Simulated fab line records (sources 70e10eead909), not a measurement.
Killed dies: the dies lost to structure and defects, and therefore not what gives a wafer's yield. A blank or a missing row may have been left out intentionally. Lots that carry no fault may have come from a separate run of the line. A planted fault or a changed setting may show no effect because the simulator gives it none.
One fault through the eyes of 2 desks + flow nandHarc + only its own numbers are on each desk; what lay behind them is given at the end

## METROLOGY DESK
Lot by lot, what the gauges showed, no matter which tool ran the lot: averages of those sampled wafers that carry a number. If a lot's mean is further than 4 standard deviations from the usual mean, the lot is out of limits and carries the mark OUT (the distance appears in the brackets).
Columns: A = thkNm at NHARC_A_ONON_D2_THK_MEAS_02, usual 999 nm; B = thkNm at NHARC_A_ONON_D2_THK_MEAS_11, usual 1001 nm
| lot  | first seen here | A    | B              |
|------|-----------------|------|----------------|
| L567 | day 12 16:51    | 988  | 1001           |
| L568 | day 12 18:37    | 993  | 1015           |
| L569 | day 13 01:40    | 1008 | 994            |
| L572 | day 14 03:37    | 1003 | 1000           |
| L571 | day 14 03:55    | 1001 | 1016           |
| L575 | day 15 13:40    | 1008 | 1003           |
| L573 | day 15 13:41    | 1005 | 991            |
| L574 | day 15 19:40    | 1009 | 1008           |
| L576 | day 16 18:41    | 998  | 992            |
| L583 | day 19 04:34    | 1004 | 965 (-4.1) OUT |
| L584 | day 19 07:07    | 998  | 995            |
| L585 | day 19 15:55    | 987  | 955 (-5.3) OUT |
| L586 | day 20 20:33    | 967  | 992            |
| L588 | day 20 20:38    | 993  | 1015           |
Finding of this desk: L583, L585 out of limits; the first was L583 at day 19 06:16, on thkNm at NHARC_A_ONON_D2_THK_MEAS_11. L567, L568, L569, L572, L571, L575, L573, L574, L576, L584, L586, L588 stayed within limits.

## TOOL OWNER'S DESK, pecvdOnon-03
The tool's own readings at NHARC_A_ONON_D2_DEP_09 (target thk 1000 nm): means of the sampled wafers that have a number, for each lot that ran on this tool. If a lot's mean is further than 4 standard deviations from the usual mean, the lot is out of limits and carries the mark OUT (the distance appears in the brackets).
Columns: A = nh3FlowSccm at NHARC_A_ONON_D2_DEP_09, usual 499.9 sccm; B = susceptorTempC at NHARC_A_ONON_D2_DEP_09, usual 399.98 C
| lot  | first seen here | A     | B      |
|------|-----------------|-------|--------|
| L567 | day 12 18:02    | 499.0 | 399.94 |
| L569 | day 13 02:52    | 498.4 | 400.15 |
| L572 | day 14 05:01    | 501.0 | 399.91 |
| L583 | day 19 05:45    | 500.0 | 400.05 |
| L585 | day 19 17:07    | 500.8 | 400.10 |
This desk's finding: nothing out of limits on any of the 5 lots.

## BROUGHT TOGETHER
Metrology desk: alarm possible at day 19 06:16 on L583, L585.
Nothing out of limits was seen by the tool owner's desk.
The tool owner's desk has L583, L585 on record, within its limits.
NHARC_A_ONON_D2_DEP_09 was run on pecvdOnon-03 by each of the lots named.

## WHAT HAD BEEN PUT IN BY THE SIMULATOR
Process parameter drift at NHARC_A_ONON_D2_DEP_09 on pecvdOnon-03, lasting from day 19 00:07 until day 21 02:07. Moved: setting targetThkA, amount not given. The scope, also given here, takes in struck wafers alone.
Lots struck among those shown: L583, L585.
Per desk, hours elapsed from the start of the fault to the first reading out of limits: for the metrology desk, 6.
